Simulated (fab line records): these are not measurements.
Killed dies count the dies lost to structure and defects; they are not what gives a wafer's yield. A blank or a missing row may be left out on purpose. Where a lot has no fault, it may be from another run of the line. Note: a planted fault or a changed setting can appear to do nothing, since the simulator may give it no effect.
What tool caused it? | flow n5_finfet | 30 wafers from 10 lots sampled at 6 of the route's 1938 steps

== WHAT THE GAUGES SHOWED, per wafer ==
N5_BEOL_M0_CUTY_INSPECT_59: inspects for defects (macro).
lot  | measured     | on                | raw_defect_count
L075 | day 5 22:56  | defect_inspect-02 | 0 1 0
L078 | day 6 20:04  | defect_inspect-01 | 2 0 2
L080 | day 7 11:46  | defect_inspect-01 | 1 2 1
L083 | day 7 23:25  | defect_inspect-02 | 1 1 5
L085 | day 8 13:53  | defect_inspect-01 | 4 2 0
L088 | day 9 07:13  | defect_inspect-01 | 1 1 3
L090 | day 9 15:44  | defect_inspect-02 | 3 1 4
L094 | day 10 19:14 | defect_inspect-01 | 3 0 2
L095 | day 11 00:40 | defect_inspect-02 | 2 2 3
L097 | day 11 12:18 | defect_inspect-01 | 0 2 2

== TOOL THAT RAN EACH LOT (tool first, then ch and the chambers of the sampled wafers, then the start) ==
lot  | N5_BEOL_M0_SAQP_HM_OPEN_112        | N5_BEOL_M0_SAQP_STRIP_86           | N5_BEOL_M0_SAQP_RECESS_109         | N5_BEOL_M0_SAQP_MANDREL2_REMOVE_110 | N5_BEOL_M0_SAQP_ETCH_73
L075 | rie_diel-05 ch 0,2,3, day 5 16:58  | rie_diel-05 ch 0,1, day 5 17:08    | vapor_etch-02 ch 0,1, day 5 19:33  | rie_si-01 ch 0,2,3, day 5 20:53     | rie_diel-05 ch 2,3, day 5 21:37
L078 | rie_diel-06 ch 0,2,3, day 6 14:09  | rie_diel-05 ch 1,2,3, day 6 14:20  | vapor_etch-01 ch 0,1, day 6 17:18  | rie_si-03 ch 0,1, day 6 18:03       | rie_diel-06 ch 1,2,3, day 6 18:46
L080 | rie_diel-05 ch 1,2,3, day 7 06:11  | rie_diel-06 ch 1,2,3, day 7 06:22  | vapor_etch-01 ch 0,1, day 7 08:46  | rie_si-01 ch 0,1,2, day 7 09:33     | rie_diel-06 ch 0,1,3, day 7 10:16
L083 | rie_diel-05 ch 1,2,3, day 7 18:14  | rie_diel-05 ch 1,3, day 7 18:35    | vapor_etch-01 ch 0,1, day 7 20:46  | rie_si-03 ch 2,3, day 7 21:31       | rie_diel-03 ch 1,2, day 7 22:13
L085 | rie_diel-06 ch 1,3, day 8 07:57    | rie_diel-03 ch 1,2,3, day 8 08:08  | vapor_etch-02 ch 0,1, day 8 10:17  | rie_si-01 ch 1,2,3, day 8 11:44     | rie_diel-03 ch 0,1,2, day 8 12:19
L088 | rie_diel-05 ch 0,1, day 9 01:24    | rie_diel-05 ch 0,1,2, day 9 01:35  | vapor_etch-01 ch 0,1, day 9 03:38  | rie_si-01 ch 0,1,3, day 9 04:30     | rie_diel-05 ch 0,1,3, day 9 05:20
L090 | rie_diel-05 ch 1,2, day 9 10:07    | rie_diel-03 ch 2,3, day 9 10:21    | vapor_etch-02 ch 0,1, day 9 13:02  | rie_si-02 ch 1,3, day 9 13:49       | rie_diel-05 ch 1,2, day 9 14:26
L094 | rie_diel-06 ch 0,2,3, day 10 13:39 | rie_diel-06 ch 0,1, day 10 13:50   | vapor_etch-02 ch 0,1, day 10 15:56 | rie_si-03 ch 0,1,3, day 10 16:40    | rie_diel-06 ch 0,1,2, day 10 17:55
L095 | rie_diel-05 ch 0,1,2, day 10 19:29 | rie_diel-06 ch 1,2,3, day 10 19:41 | vapor_etch-01 ch 0,1, day 10 21:50 | rie_si-01 ch 0,1,2, day 10 22:46    | rie_diel-06 ch 1,3, day 10 23:22
L097 | rie_diel-06 ch 0,1, day 11 06:59   | rie_diel-03 ch 0,1,3, day 11 07:10 | vapor_etch-02 ch 0,1, day 11 09:25 | rie_si-03 ch 2,3, day 11 10:24      | rie_diel-05 ch 1,2,3, day 11 10:59
- N5_BEOL_M0_SAQP_HM_OPEN_112: chemistry CHF3/O2, target SiO2, stops on a-Si, target depth 12 nm, time 13.5 s.
- N5_BEOL_M0_SAQP_STRIP_86: strips in N2/H2.
- N5_BEOL_M0_SAQP_RECESS_109: chemistry HF/NH3, target SiO2, target depth 3 nm, afs cycles 1, sublimation time 60 s.
- N5_BEOL_M0_SAQP_MANDREL2_REMOVE_110: chemistry HBr/Cl2/O2, target a-Si, stops on SiCN, bt time 10 s.
- N5_BEOL_M0_SAQP_ETCH_73: etches SiARC in CF4, target depth 19.5 nm, time 32.5 s.

== THE ANSWER, worked out from the rows above alone ==
Rule: the lots themselves supply what counts as usual. The widest of any qualifying gaps counts: lots, ordered by their means at a reading, are off when they make up no more than a third of the lots, leave a main group of 4 or more, and stand apart from it by 3 or more times the standard deviation of that group's means. The tables above print the reading to a certain number of digits; a main group whose means all agree to those digits is not used. A lot without any number at a reading at which 4 lots or more have one is off too. The other lots that the step has rows for count as sound.
Across all readings shown, no lot is off: no conclusion can be drawn from this.

== WHAT HAD BEEN PUT IN BY THE SIMULATOR ==
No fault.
